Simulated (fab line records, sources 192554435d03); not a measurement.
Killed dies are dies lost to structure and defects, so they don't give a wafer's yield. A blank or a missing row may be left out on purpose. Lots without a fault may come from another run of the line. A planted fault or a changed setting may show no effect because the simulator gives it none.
Which tool did it? | flow n5_finfet | 22 lots, 66 wafers sampled, at 6 steps of a route of 1938

WHAT THE GAUGES READ, wafer by wafer
N5_BEOL_M13_CD_MEAS_10: target cd 190 nm. Usual: cd_nm 190.3 nm, standard deviation 1.8.
lot  | measured     | on        | cd_nm (nm)        | flag
L075 | day 11 01:59 | cd_sem-01 | 189.5 190.2 190.1 |
L074 | day 11 07:43 | cd_sem-01 | 190.2 189.7 189.2 |
L076 | day 11 19:17 | cd_sem-02 | 193.1 192.8 191.5 |
L077 | day 12 02:19 | cd_sem-02 | 190.9 191.3 189.7 |
L079 | day 12 17:38 | cd_sem-03 | 189.0 189.7 189.0 |
L078 | day 12 18:01 | cd_sem-03 | 191.1 188.7 189.2 |
L081 | day 13 01:24 | cd_sem-01 | 191.6 191.4 191.9 |
L082 | day 13 12:26 | cd_sem-01 | 191.2 190.9 191.3 |
L085 | day 14 11:27 | cd_sem-02 | 191.1 192.1 192.7 |
L083 | day 14 12:01 | cd_sem-02 | 191.9 194.0 191.9 |
L086 | day 14 11:51 | cd_sem-02 | 190.7 189.5 190.2 |
L084 | day 14 12:28 | cd_sem-03 | 191.2 190.6 191.8 |
L088 | day 14 18:46 | cd_sem-01 | 191.0 191.6 190.7 |
L087 | day 15 00:52 | cd_sem-01 | 194.1 193.0 193.9 |
L091 | day 15 07:54 | cd_sem-01 | 191.0 191.2 192.0 |
L089 | day 15 08:01 | cd_sem-02 | 188.2 189.6 189.6 |
L092 | day 16 12:19 | cd_sem-01 | 188.4 188.8 188.8 |
L094 | day 16 12:36 | cd_sem-02 | 186.9 186.5 187.9 |
L095 | day 16 20:58 | cd_sem-01 | 188.8 190.5 188.0 |
L093 | day 17 09:05 | cd_sem-01 | 186.5 187.0 187.2 |
L097 | day 17 15:22 | cd_sem-02 | 191.3 191.3 190.5 |
L096 | day 17 19:52 | cd_sem-03 | 189.6 189.8 189.5 |

WHICH TOOL RAN EACH LOT (tool, then ch and the chambers of the sampled wafers, then the start)
lot  | N5_BEOL_M12_ETCH_59                | N5_BEOL_M12_VIA_ETCH_16            | N5_BEOL_M12_TRENCH_ETCH_34         | N5_BEOL_M12_SPUTTER_43       | N5_BEOL_M13_ILD_DEP_00
L075 | rie_diel-05 ch 0,1,3, day 10 20:44 | rie_diel-05 ch 0,1,3, day 10 20:48 | rie_diel-01 ch 1,3, day 10 22:01   | pvd_sputter-03, day 10 23:59 | pecvd-03 ch 0,1,2, day 11 01:24
L074 | rie_diel-04 ch 2,3, day 11 01:03   | rie_diel-04 ch 2,3, day 11 01:06   | rie_diel-04 ch 1,2,3, day 11 03:02 | pvd_sputter-03, day 11 05:26 | pecvd-04 ch 0,1,2, day 11 07:19
L076 | rie_diel-01 ch 0,1, day 11 14:55   | rie_diel-01 ch 0,1, day 11 14:58   | rie_diel-05 ch 2,3, day 11 16:15   | pvd_sputter-01, day 11 17:23 | pecvd-02 ch 1,2, day 11 18:42
L077 | rie_diel-01 ch 0,1,2, day 11 18:11 | rie_diel-01 ch 0,1,2, day 11 18:14 | rie_diel-05 ch 0,1,2, day 11 19:33 | pvd_sputter-03, day 12 00:13 | pecvd-03 ch 1,2, day 12 01:52
L079 | rie_diel-04 ch 1,3, day 12 12:34   | rie_diel-04 ch 1,3, day 12 12:37   | rie_diel-01 ch 1,2,3, day 12 13:55 | pvd_sputter-03, day 12 15:51 | pecvd-02 ch 0,2, day 12 17:04
L078 | rie_diel-01 ch 0,1,2, day 12 13:02 | rie_diel-01 ch 0,1,2, day 12 13:05 | rie_diel-01 ch 0,2,3, day 12 14:25 | pvd_sputter-02, day 12 16:20 | pecvd-04 ch 0,1,2, day 12 17:34
L081 | rie_diel-01 ch 1,2,3, day 12 19:03 | rie_diel-01 ch 1,2,3, day 12 19:06 | rie_diel-01 ch 0,2,3, day 12 20:19 | pvd_sputter-02, day 12 23:37 | pecvd-04 ch 0,1, day 13 00:49
L082 | rie_diel-04 ch 2,3, day 13 06:15   | rie_diel-04 ch 2,3, day 13 06:18   | rie_diel-05 ch 0,1, day 13 07:30   | pvd_sputter-01, day 13 10:47 | pecvd-04 ch 0,1,2, day 13 11:59
L085 | rie_diel-05 ch 0,3, day 14 04:59   | rie_diel-05 ch 0,3, day 14 05:02   | rie_diel-01 ch 0,2,3, day 14 06:35 | pvd_sputter-02, day 14 09:41 | pecvd-04 ch 0,2, day 14 10:59
L083 | rie_diel-05 ch 0,3, day 14 05:28   | rie_diel-05 ch 0,3, day 14 05:31   | rie_diel-01 ch 0,1, day 14 07:04   | pvd_sputter-01, day 14 10:01 | pecvd-03 ch 0,1, day 14 11:13
L086 | rie_diel-05 ch 0, day 14 05:46     | rie_diel-05 ch 0, day 14 05:50     | rie_diel-04 ch 0,1,3, day 14 07:20 | pvd_sputter-02, day 14 10:05 | pecvd-02 ch 0,1,2, day 14 11:17
L084 | rie_diel-04 ch 0,3, day 14 06:12   | rie_diel-04 ch 0,3, day 14 06:15   | rie_diel-01 ch 0,1,3, day 14 07:47 | pvd_sputter-03, day 14 10:47 | pecvd-02 ch 0,1,2, day 14 12:04
L088 | rie_diel-01 ch 0,1,2, day 14 12:26 | rie_diel-01 ch 0,1,2, day 14 12:29 | rie_diel-04 ch 2,3, day 14 13:54   | pvd_sputter-03, day 14 16:40 | pecvd-02 ch 0,1,2, day 14 18:18
L087 | rie_diel-04 ch 0,1,3, day 14 14:34 | rie_diel-04 ch 0,1,3, day 14 14:37 | rie_diel-05 ch 0,3, day 14 15:58   | pvd_sputter-02, day 14 23:12 | pecvd-03 ch 1,2, day 15 00:24
L091 | rie_diel-04 ch 0,1,3, day 14 22:16 | rie_diel-04 ch 0,1,3, day 14 22:19 | rie_diel-05 ch 1,2, day 14 23:31   | pvd_sputter-01, day 15 06:14 | pecvd-02 ch 0,1, day 15 07:26
L089 | rie_diel-01 ch 0,1,3, day 15 03:01 | rie_diel-01 ch 0,1,3, day 15 03:05 | rie_diel-01 ch 0,2,3, day 15 04:16 | pvd_sputter-02, day 15 06:20 | pecvd-03 ch 0,1,2, day 15 07:34
L092 | rie_diel-01 ch 0,1,3, day 16 04:29 | rie_diel-01 ch 0,1,3, day 16 04:32 | rie_diel-05 ch 0,2, day 16 05:51   | pvd_sputter-01, day 16 10:20 | pecvd-02 ch 0,1,2, day 16 11:43
L094 | rie_diel-04 ch 0,1, day 16 04:56   | rie_diel-04 ch 0,1, day 16 04:59   | rie_diel-04 ch 0,3, day 16 06:18   | pvd_sputter-01, day 16 10:41 | pecvd-04 ch 0,2, day 16 12:05
L095 | rie_diel-01 ch 0,1,2, day 16 15:17 | rie_diel-01 ch 0,1,2, day 16 15:20 | rie_diel-04 ch 0,2,3, day 16 16:46 | pvd_sputter-02, day 16 18:49 | pecvd-03 ch 1,2, day 16 20:23
L093 | rie_diel-04 ch 0,1,2, day 17 02:58 | rie_diel-04 ch 0,1,2, day 17 03:01 | rie_diel-05 ch 1,2,3, day 17 06:11 | pvd_sputter-02, day 17 07:14 | pecvd-02 ch 0,2, day 17 08:28
L097 | rie_diel-04 ch 0,1,3, day 17 09:19 | rie_diel-04 ch 0,1,3, day 17 09:22 | rie_diel-05 ch 1,2,3, day 17 10:38 | pvd_sputter-02, day 17 13:34 | pecvd-04 ch 0,2, day 17 14:47
L096 | rie_diel-05 ch 1,2,3, day 17 10:02 | rie_diel-05 ch 1,2,3, day 17 10:05 | rie_diel-04 ch 0,3, day 17 11:18   | pvd_sputter-03, day 17 18:08 | pecvd-03 ch 2, day 17 19:21
- N5_BEOL_M12_ETCH_59: etches BARC in N2/H2, target depth 89 nm, overetch 26.7 nm, time 67.9 s.
- N5_BEOL_M12_VIA_ETCH_16: etches SiOC in C4F8/O2/Ar, target depth 724.8 nm.
- N5_BEOL_M12_TRENCH_ETCH_34: etches SiOC in C4F8/O2/Ar, target depth 318.95 nm, time 125.5 s.
- N5_BEOL_M12_SPUTTER_43: material TaN, target thk 15 nm, time 24.19 s.
- N5_BEOL_M13_ILD_DEP_00: deposits SiOC from DEMS/O2, target thk 837.92 nm, time 166.4 s.

WHAT THE TOOLS THEMSELVES READ (means of the sampled wafers that have a number; where no wafer has one, the mark that the record gives instead)
N5_BEOL_M12_ETCH_59. Usual: drypump_motor_current_A 5.7 A, standard deviation 0.54; oes_product_au 0.68 a.u., standard deviation 0.065; rf_fwd_power_W 833 W, standard deviation 3.1; rf_vpp_V 524.9 V, standard deviation 2; showerhead_plenum_p_Torr 2.58 Torr, standard deviation 0.066; throttle_valve_pct 17.76 %, standard deviation 0.3.
lot  | tool        | drypump_motor_current_A (A) | oes_product_au (a.u.) | rf_fwd_power_W (W) | rf_vpp_V (V) | showerhead_plenum_p_Torr (Torr) | throttle_valve_pct (%) | flag
L075 | rie_diel-05 | 5.9                         | 0.61                  | 835                | 526.2        | 2.63                            | 18.00                  |
L074 | rie_diel-04 | 4.9                         | 0.71                  | 836                | 521.8        | 2.50                            | 18.00                  |
L076 | rie_diel-01 | 5.9                         | 0.69                  | 835                | 526.1        | 2.63                            | 17.68                  |
L077 | rie_diel-01 | 5.8                         | 0.75                  | 833                | 525.9        | 2.61                            | 17.56                  |
L079 | rie_diel-04 | 5.4                         | 0.65                  | 833                | 522.9        | 2.50                            | 17.77                  |
L078 | rie_diel-01 | 5.8                         | 0.74                  | 829                | 525.9        | 2.61                            | 17.56                  |
L081 | rie_diel-01 | 5.9                         | 0.70                  | 830                | 526.0        | 2.61                            | 17.81                  |
L082 | rie_diel-04 | 4.9                         | 0.71                  | 834                | 523.7        | 2.53                            | 18.01                  |
L085 | rie_diel-05 | 5.9                         | 0.59                  | 839                | 525.7        | 2.62                            | 18.06                  |
L083 | rie_diel-05 | 5.8                         | 0.60                  | 835                | 525.8        | 2.63                            | 18.02                  |
L086 | rie_diel-05 | 5.6                         | 0.62                  | 834                | 526.8        | 2.63                            | 17.98                  |
L084 | rie_diel-04 | 5.5                         | 0.67                  | 839                | 523.4        | 2.51                            | 17.85                  |
L088 | rie_diel-01 | 5.8                         | 0.71                  | 834                | 526.1        | 2.60                            | 17.59                  |
L087 | rie_diel-04 | 5.7                         | 0.65                  | 834                | 523.6        | 2.53                            | 17.72                  |
L091 | rie_diel-04 | 5.8                         | 0.66                  | 833                | 523.4        | 2.53                            | 17.73                  |
L089 | rie_diel-01 | 5.7                         | 0.68                  | 831                | 524.7        | 2.59                            | 17.83                  |
L092 | rie_diel-01 | 5.7                         | 0.68                  | 832                | 525.0        | 2.58                            | 17.86                  |
L094 | rie_diel-04 | 6.0                         | 0.63                  | 831                | 525.2        | 2.56                            | 17.63                  |
L095 | rie_diel-01 | 5.8                         | 0.69                  | 834                | 525.2        | 2.59                            | 17.62                  |
L093 | rie_diel-04 | 5.8                         | 0.66                  | 834                | 525.6        | 2.57                            | 17.77                  |
L097 | rie_diel-04 | 5.8                         | 0.64                  | 832                | 523.8        | 2.52                            | 17.77                  |
L096 | rie_diel-05 | 6.0                         | 0.77                  | 834                | 525.2        | 2.60                            | 17.50                  |

N5_BEOL_M12_VIA_ETCH_16. Usual: drypump_motor_current_A 5.7 A, standard deviation 0.54; oes_product_au 0.72 a.u., standard deviation 0.072; rf_fwd_power_W 2991 W, standard deviation 9.7; rf_vpp_V 666.8 V, standard deviation 2.3; showerhead_plenum_p_Torr 3.46 Torr, standard deviation 0.074; throttle_valve_pct 24.07 %, standard deviation 0.26.
lot  | tool        | drypump_motor_current_A (A) | oes_product_au (a.u.) | rf_fwd_power_W (W) | rf_vpp_V (V) | showerhead_plenum_p_Torr (Torr) | throttle_valve_pct (%) | flag
L075 | rie_diel-05 | 5.9                         | 0.64                  | 2998               | 668.0        | 3.51                            | 24.19                  |
L074 | rie_diel-04 | 4.9                         | 0.75                  | 2991               | 663.1        | 3.36                            | 24.32                  |
L076 | rie_diel-01 | 5.8                         | 0.74                  | 2985               | 667.4        | 3.51                            | 23.93                  |
L077 | rie_diel-01 | 5.8                         | 0.78                  | 2996               | 667.5        | 3.49                            | 23.83                  |
L079 | rie_diel-04 | 5.4                         | 0.69                  | 2994               | 665.2        | 3.37                            | 24.15                  |
L078 | rie_diel-01 | 5.8                         | 0.78                  | 2986               | 668.0        | 3.49                            | 23.85                  |
L081 | rie_diel-01 | 5.9                         | 0.75                  | 2997               | 667.3        | 3.48                            | 24.06                  |
L082 | rie_diel-04 | 5.0                         | 0.75                  | 2987               | 665.9        | 3.40                            | 24.30                  |
L085 | rie_diel-05 | 5.9                         | 0.62                  | 2999               | 667.3        | 3.49                            | 24.18                  |
L083 | rie_diel-05 | 5.8                         | 0.63                  | 2995               | 667.3        | 3.49                            | 24.14                  |
L086 | rie_diel-05 | 5.6                         | 0.64                  | 2984               | 669.0        | 3.49                            | 24.09                  |
L084 | rie_diel-04 | 5.5                         | 0.72                  | 2997               | 664.8        | 3.39                            | 24.21                  |
L088 | rie_diel-01 | 5.8                         | 0.76                  | 2982               | 667.6        | 3.48                            | 23.86                  |
L087 | rie_diel-04 | 5.8                         | 0.70                  | 2981               | 666.1        | 3.42                            | 24.10                  |
L091 | rie_diel-04 | 5.8                         | 0.70                  | 2995               | 666.4        | 3.41                            | 24.10                  |
L089 | rie_diel-01 | 5.8                         | 0.72                  | 2988               | 666.9        | 3.47                            | 24.16                  |
L092 | rie_diel-01 | 5.8                         | 0.72                  | 2987               | 666.8        | 3.47                            | 24.17                  |
L094 | rie_diel-04 | 6.0                         | 0.67                  | 2991               | 666.3        | 3.45                            | 23.99                  |
L095 | rie_diel-01 | 5.8                         | 0.73                  | 2987               | 667.7        | 3.47                            | 23.88                  |
L093 | rie_diel-04 | 5.8                         | 0.70                  | 2997               | 666.9        | 3.46                            | 24.09                  |
L097 | rie_diel-04 | 5.8                         | 0.67                  | 2991               | 666.0        | 3.40                            | 24.13                  |
L096 | rie_diel-05 | 6.0                         | 0.82                  | 3002               | 666.8        | 3.49                            | 23.89                  |

N5_BEOL_M12_TRENCH_ETCH_34. Usual: drypump_motor_current_A 5.8 A, standard deviation 0.48; oes_product_au 0.80 a.u., standard deviation 0.086; rf_fwd_power_W 2990 W, standard deviation 9.1; rf_vpp_V 666.9 V, standard deviation 2.2; showerhead_plenum_p_Torr 3.47 Torr, standard deviation 0.066; throttle_valve_pct 24.08 %, standard deviation 0.26.
lot  | tool        | drypump_motor_current_A (A) | oes_product_au (a.u.) | rf_fwd_power_W (W) | rf_vpp_V (V) | showerhead_plenum_p_Torr (Torr) | throttle_valve_pct (%) | flag
L075 | rie_diel-01 | 6.0                         | 0.78                  | 2983               | 668.3        | 3.51                            | 24.14                  |
L074 | rie_diel-04 | 5.2                         | 0.82                  | 2987               | 665.1        | 3.40                            | 24.22                  |
L076 | rie_diel-05 | 6.0                         | 0.70                  | 2984               | 667.5        | 3.51                            | 24.15                  |
L077 | rie_diel-05 | 5.9                         | 0.70                  | 2992               | 668.2        | 3.51                            | 24.14                  |
L079 | rie_diel-01 | 5.9                         | 0.83                  | 2991               | 667.3        | 3.48                            | 24.06                  |
L078 | rie_diel-01 | 5.7                         | 0.90                  | 3003               | 667.1        | 3.47                            | 24.03                  |
L081 | rie_diel-01 | 5.7                         | 0.90                  | 2993               | 667.3        | 3.47                            | 24.02                  |
L082 | rie_diel-05 | 5.7                         | 0.70                  | 3002               | 667.7        | 3.50                            | 24.16                  |
L085 | rie_diel-01 | 5.7                         | 0.87                  | 2990               | 666.8        | 3.46                            | 24.04                  |
L083 | rie_diel-01 | 5.9                         | 0.78                  | 2986               | 667.4        | 3.49                            | 23.96                  |
L086 | rie_diel-04 | 5.8                         | 0.78                  | 2993               | 665.0        | 3.42                            | 24.09                  |
L084 | rie_diel-01 | 5.8                         | 0.81                  | 2992               | 667.4        | 3.47                            | 24.14                  |
L088 | rie_diel-04 | 4.9                         | 0.80                  | 2994               | 663.5        | 3.34                            | 24.36                  |
L087 | rie_diel-05 | 5.8                         | 0.70                  | 2990               | 667.8        | 3.49                            | 24.15                  |
L091 | rie_diel-05 | 6.0                         | 0.94                  | 2993               | 667.1        | 3.51                            | 23.79                  |
L089 | rie_diel-01 | 5.7                         | 0.86                  | 2987               | 666.4        | 3.46                            | 24.06                  |
L092 | rie_diel-05 | 5.7                         | 0.76                  | 2995               | 668.1        | 3.49                            | 23.98                  |
L094 | rie_diel-04 | 6.1                         | 0.78                  | 2996               | 666.3        | 3.46                            | 24.05                  |
L095 | rie_diel-04 | 5.5                         | 0.79                  | 2985               | 665.6        | 3.42                            | 24.20                  |
L093 | rie_diel-05 | 6.0                         | 0.91                  | 2984               | 667.1        | 3.49                            | 23.88                  |
L097 | rie_diel-05 | 6.0                         | 0.90                  | 2987               | 667.3        | 3.49                            | 23.89                  |
L096 | rie_diel-04 | 5.5                         | 0.76                  | 2993               | 664.0        | 3.37                            | 24.25                  |

N5_BEOL_M12_SPUTTER_43. Usual: throttle_valve_pct 30.2 %, standard deviation 1.1.
lot  | tool           | throttle_valve_pct (%) | flag
L075 | pvd_sputter-03 | 29.1                   |
L074 | pvd_sputter-03 | 28.9                   |
L076 | pvd_sputter-01 | 29.7                   |
L077 | pvd_sputter-03 | 29.7                   |
L079 | pvd_sputter-03 | 30.0                   |
L078 | pvd_sputter-02 | 30.8                   |
L081 | pvd_sputter-02 | 31.6                   |
L082 | pvd_sputter-01 | 28.6                   |
L085 | pvd_sputter-02 | 31.7                   |
L083 | pvd_sputter-01 | 30.7                   |
L086 | pvd_sputter-02 | 31.1                   |
L084 | pvd_sputter-03 | 29.0                   |
L088 | pvd_sputter-03 | 29.3                   |
L087 | pvd_sputter-02 | 30.3                   |
L091 | pvd_sputter-01 | 30.6                   |
L089 | pvd_sputter-02 | 30.5                   |
L092 | pvd_sputter-01 | 29.7                   |
L094 | pvd_sputter-01 | 30.5                   |
L095 | pvd_sputter-02 | 29.8                   |
L093 | pvd_sputter-02 | 31.2                   |
L097 | pvd_sputter-02 | 30.6                   |
L096 | pvd_sputter-03 | 28.8                   |

N5_BEOL_M13_ILD_DEP_00. Usual: heater_power_w 508 W, standard deviation 72; rf_fwd_power_W 498.0 W, standard deviation 1.5; showerhead_plenum_p_Torr 5.694 Torr, standard deviation 0.015; throttle_valve_pct 11.7 %, standard deviation 0.71.
lot  | tool     | heater_power_w (W) | rf_fwd_power_W (W) | showerhead_plenum_p_Torr (Torr) | throttle_valve_pct (%) | flag
L075 | pecvd-03 | 493                | 498.1              | 5.706                           | 12.0                   |
L074 | pecvd-04 | 574                | 497.1              | 5.706                           | 11.6                   |
L076 | pecvd-02 | 493                | 497.2              | 5.685                           | 11.6                   |
L077 | pecvd-03 | 532                | 499.0              | 5.688                           | 10.9                   |
L079 | pecvd-02 | 458                | 498.4              | 5.685                           | 11.6                   |
L078 | pecvd-04 | 537                | 497.8              | 5.702                           | 11.6                   |
L081 | pecvd-04 | 513                | 497.8              | 5.699                           | 11.7                   |
L082 | pecvd-04 | 537                | 498.1              | 5.701                           | 11.8                   |
L085 | pecvd-04 | 554                | 497.4              | 5.709                           | 11.7                   |
L083 | pecvd-03 | 496                | 499.4              | 5.694                           | 12.2                   |
L086 | pecvd-02 | 486                | 497.5              | 5.678                           | 11.4                   |
L084 | pecvd-02 | 508                | 498.1              | 5.692                           | 11.5                   |
L088 | pecvd-02 | 515                | 497.0              | 5.678                           | 11.5                   |
L087 | pecvd-03 | 510                | 499.1              | 5.691                           | 11.1                   |
L091 | pecvd-02 | 514                | 496.7              | 5.685                           | 11.7                   |
L089 | pecvd-03 | 514                | 496.9              | 5.702                           | 11.9                   |
L092 | pecvd-02 | 470                | 496.8              | 5.679                           | 11.6                   |
L094 | pecvd-04 | 508                | 497.8              | 5.701                           | 11.9                   |
L095 | pecvd-03 | 563                | 497.6              | 5.694                           | 11.1                   |
L093 | pecvd-02 | 451                | 499.9              | 5.691                           | 11.5                   |
L097 | pecvd-04 | 563                | 498.0              | 5.706                           | 11.6                   |
L096 | pecvd-03 | 531                | 496.8              | 5.692                           | 10.9                   |

THE ANSWER, worked out from the rows above alone
Rule: a lot is off if the mean of its wafers that have a number lies more than 3 standard deviations from the usual mean. A lot without any number at a reading at which 4 lots or more have one is off too. The other lots that the step has rows for count as sound. The gauges are gone through in route order, then the tools' own readings, and for those a lot's mean is taken as printed above. The first step at which some lot is off is used, and at that step the reading that is off furthest; a lot without a number counts as furthest.
No lot is off at any reading shown: from this, nothing can be told.

WHAT THE SIMULATOR HAD PUT IN
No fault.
